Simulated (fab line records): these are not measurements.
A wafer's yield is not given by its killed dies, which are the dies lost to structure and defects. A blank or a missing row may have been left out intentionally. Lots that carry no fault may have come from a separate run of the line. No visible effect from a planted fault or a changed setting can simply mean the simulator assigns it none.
What tool caused it?	flow nand_harc	11 lots, 33 wafers sampled, at 6 steps of a route of 1302

## WHAT THE GAUGES READ, wafer by wafer
NHARC_A_CHANNEL_HOLE_D2_INSPECT_40.
lot	measured	on	raw_defect_count
L112	day 13 14:14	defect_inspect-01	247 264 203
L115	day 14 22:45	defect_inspect-02	431 489 343
L118	day 15 12:24	defect_inspect-01	380 389 368
L119	day 16 06:38	defect_inspect-02	220 283 182
L120	day 17 00:13	defect_inspect-02	230 147 214
L121	day 17 07:16	defect_inspect-02	204 178 180
L123	day 17 19:20	defect_inspect-01	325 534 452
L125	day 18 13:31	defect_inspect-01	220 165 193
L124	day 18 15:01	defect_inspect-01	279 344 372
L128	day 20 05:13	defect_inspect-01	1196 1064 1045
L129	day 20 15:21	defect_inspect-01	986 928 1057

NHARC_END_SORT_01.
lot	measured	on	killed_at_array	killed_at_other	killed_at_periphery	killed_dies	killed_open	killed_short
L120	day 28 03:58	prober-01	30	0	1	31	2	0
L123	day 29 02:59	prober-02	100 86 96	3 2 2	3 2 2	106 90 100	5 6 3	1 2 0
L128	day 31 14:59	prober-01	128 164 166	0 1 0	5 2 3	133 167 169	3 3 2	3 2 2
L129	day 32 01:05	prober-02	149 137 143	0 0 0	6 9 12	155 146 155	2 0 6	1 0 1

## WHAT TOOL EACH LOT RAN ON (gives the tool, then ch and the chambers of the sampled wafers, and finally the start)
lot	NHARC_A_CHANNEL_HOLE_D2_ETCH_20	NHARC_A_CHANNEL_HOLE_D2_ETCH_22	NHARC_A_CHANNEL_HOLE_D2_ETCH_24	NHARC_A_CHANNEL_HOLE_D2_ETCH_25
L112	har_etch-01 ch 0,1, day 13 08:37	har_etch-01 ch 0,1, day 13 09:22	har_etch-01 ch 0,1, day 13 10:38	har_etch-01 ch 0,1, day 13 11:24
L115	har_etch-02 ch 0,1, day 14 17:07	har_etch-02 ch 0,1, day 14 17:57	har_etch-02 ch 0,1, day 14 19:16	har_etch-02 ch 0,1, day 14 20:05
L118	har_etch-02 ch 0,1, day 15 06:54	har_etch-02 ch 0,1, day 15 07:44	har_etch-02 ch 0,1, day 15 09:04	har_etch-02 ch 0,1, day 15 09:53
L119	har_etch-01 ch 1, day 16 01:04	har_etch-01 ch 1, day 16 01:49	har_etch-01 ch 1, day 16 03:05	har_etch-01 ch 1, day 16 03:50
L120	har_etch-01 ch 0,1, day 16 12:47	har_etch-01 ch 0,1, day 16 13:32	har_etch-01 ch 0,1, day 16 14:49	har_etch-01 ch 0,1, day 16 15:35
L121	har_etch-01 ch 0,1, day 17 01:38	har_etch-01 ch 0,1, day 17 02:24	har_etch-01 ch 0,1, day 17 03:40	har_etch-01 ch 0,1, day 17 04:26
L123	har_etch-01 ch 0,1, day 17 13:50	har_etch-01 ch 0,1, day 17 14:41	har_etch-01 ch 0,1, day 17 16:00	har_etch-01 ch 0,1, day 17 16:49
L125	har_etch-02 ch 0,1, day 18 07:59	har_etch-02 ch 0,1, day 18 08:47	har_etch-02 ch 0,1, day 18 10:05	har_etch-02 ch 0,1, day 18 10:52
L124	har_etch-01 ch 0,1, day 18 09:34	har_etch-01 ch 0,1, day 18 10:26	har_etch-01 ch 0,1, day 18 11:49	har_etch-01 ch 0,1, day 18 12:38
L128	har_etch-02 ch 0,1, day 19 23:39	har_etch-02 ch 0,1, day 20 00:27	har_etch-02 ch 0,1, day 20 01:45	har_etch-02 ch 0,1, day 20 02:32
L129	har_etch-02 ch 0,1, day 20 09:44	har_etch-02 ch 0,1, day 20 10:29	har_etch-02 ch 0,1, day 20 11:46	har_etch-02 ch 0,1, day 20 12:32
- NHARC_A_CHANNEL_HOLE_D2_ETCH_20: etches the open film in C4F8/O2/Ar, time 361.9 s, target depth 1600 nm.
- NHARC_A_CHANNEL_HOLE_D2_ETCH_22: etches the open film in C4F8/O2/Ar, time 666.7 s, target depth 1600 nm.
- NHARC_A_CHANNEL_HOLE_D2_ETCH_24: etches the open film in C4F8/O2/Ar, time 906.2 s, target depth 1500 nm.
- NHARC_A_CHANNEL_HOLE_D2_ETCH_25: etches the open film in C4F8/O2/Ar, time 1040.2 s, target depth 1500 nm.

## WHAT THE TOOLS THEMSELVES READ (means of the sampled wafers that have a number; where no wafer has one, the mark that the record gives instead)
NHARC_A_CHANNEL_HOLE_D2_ETCH_20.
lot	tool	drypump_motor_current_A (A)	mfc_ar_sccm (sccm)	showerhead_plenum_p_Torr (Torr)	throttle_valve_pct (%)
L112	har_etch-01	6.4	374.2	3.66	32.153
L115	har_etch-02	5.6	374.2	3.66	32.145
L118	har_etch-02	5.6	376.0	3.66	32.145
L119	har_etch-01	6.8	375.7	3.68	32.158
L120	har_etch-01	6.0	375.2	3.61	32.151
L121	har_etch-01	6.4	374.8	3.63	32.155
L123	har_etch-01	6.4	375.1	3.62	32.150
L125	har_etch-02	5.3	375.8	3.85	32.149
L124	har_etch-01	6.0	374.4	3.59	32.153
L128	har_etch-02	5.4	375.6	3.84	32.160
L129	har_etch-02	5.4	375.2	3.83	32.151

NHARC_A_CHANNEL_HOLE_D2_ETCH_22.
lot	tool	drypump_motor_current_A (A)	mfc_ar_sccm (sccm)	showerhead_plenum_p_Torr (Torr)	throttle_valve_pct (%)
L112	har_etch-01	6.4	374.3	3.66	32.159
L115	har_etch-02	5.5	374.1	3.66	32.159
L118	har_etch-02	5.5	374.1	3.66	32.161
L119	har_etch-01	6.8	374.8	3.68	32.158
L120	har_etch-01	6.0	375.5	3.60	32.159
L121	har_etch-01	6.4	375.4	3.63	32.151
L123	har_etch-01	6.4	374.0	3.62	32.154
L125	har_etch-02	5.4	374.2	3.85	32.158
L124	har_etch-01	6.0	375.8	3.59	32.146
L128	har_etch-02	5.4	376.0	3.84	32.149
L129	har_etch-02	5.4	374.0	3.83	32.172

NHARC_A_CHANNEL_HOLE_D2_ETCH_24.
lot	tool	drypump_motor_current_A (A)	mfc_ar_sccm (sccm)	showerhead_plenum_p_Torr (Torr)	throttle_valve_pct (%)
L112	har_etch-01	6.4	373.5	3.66	32.238
L115	har_etch-02	5.6	374.7	3.66	32.230
L118	har_etch-02	5.6	375.1	3.65	32.232
L119	har_etch-01	6.8	375.9	3.68	32.232
L120	har_etch-01	6.0	375.0	3.60	32.236
L121	har_etch-01	6.4	376.7	3.62	32.240
L123	har_etch-01	6.4	376.0	3.62	32.242
L125	har_etch-02	5.4	373.7	3.85	32.233
L124	har_etch-01	6.0	374.7	3.58	32.245
L128	har_etch-02	5.3	375.3	3.83	32.247
L129	har_etch-02	5.4	374.7	3.83	32.237

NHARC_A_CHANNEL_HOLE_D2_ETCH_25.
lot	tool	drypump_motor_current_A (A)	mfc_ar_sccm (sccm)	showerhead_plenum_p_Torr (Torr)	throttle_valve_pct (%)
L112	har_etch-01	6.4	376.2	3.66	32.234
L115	har_etch-02	5.6	374.6	3.66	32.229
L118	har_etch-02	5.5	375.2	3.65	32.230
L119	har_etch-01	6.8	375.4	3.67	32.225
L120	har_etch-01	6.0	375.2	3.60	32.238
L121	har_etch-01	6.4	374.4	3.62	32.225
L123	har_etch-01	6.4	374.7	3.62	32.238
L125	har_etch-02	5.3	375.1	3.85	32.242
L124	har_etch-01	6.0	375.2	3.58	32.243
L128	har_etch-02	5.4	376.1	3.83	32.236
L129	har_etch-02	5.4	376.0	3.83	32.234

## THE ANSWER, worked out from the rows above alone
Rule: the usual values come from the lots themselves. Put in order of their means at a reading, lots are off if they are a third of the lots or fewer, leave a main group of 4 or more, and stand apart from it by a gap of 3 or more times the standard deviation of the main group's means; of several such gaps the widest counts. A main group whose means are all the same, to the digits that the tables above print for the reading, isn't used. A lot without any number at a reading at which 4 lots or more have one is off too. Where the step has rows for the other lots, those lots are counted as sound. After the gauges, taken in route order, come the tools' own readings; for these a lot's mean is taken, as printed above. At the first step where some lot is off, the reading lying furthest off is the one used; lots without a number count as furthest.
Off: L128, L129 (NHARC_A_CHANNEL_HOLE_D2_INSPECT_40, raw_defect_count). The main group has a mean of 290 with a standard deviation of 96.
If a tool, at a process step before that reading, ran all the lots that are off and no sound lot after the first of them, it fits. The gauges at NHARC_A_CHANNEL_HOLE_D2_INSPECT_40 aren't tried: what is off there is off at NHARC_A_CHANNEL_HOLE_D2_ETCH_20 too, on other tools, and a gauge's error can't cause that. One fits: NHARC_A_CHANNEL_HOLE_D2_ETCH_20 and NHARC_A_CHANNEL_HOLE_D2_ETCH_22 and NHARC_A_CHANNEL_HOLE_D2_ETCH_24 and NHARC_A_CHANNEL_HOLE_D2_ETCH_25 on har_etch-02. At NHARC_A_CHANNEL_HOLE_D2_ETCH_20 its last sound lot is L125 (day 18 07:59), its first lot that is off L128 (day 19 23:39): a fault that began between those two fits.

## WHAT THE SIMULATOR HAD PUT IN
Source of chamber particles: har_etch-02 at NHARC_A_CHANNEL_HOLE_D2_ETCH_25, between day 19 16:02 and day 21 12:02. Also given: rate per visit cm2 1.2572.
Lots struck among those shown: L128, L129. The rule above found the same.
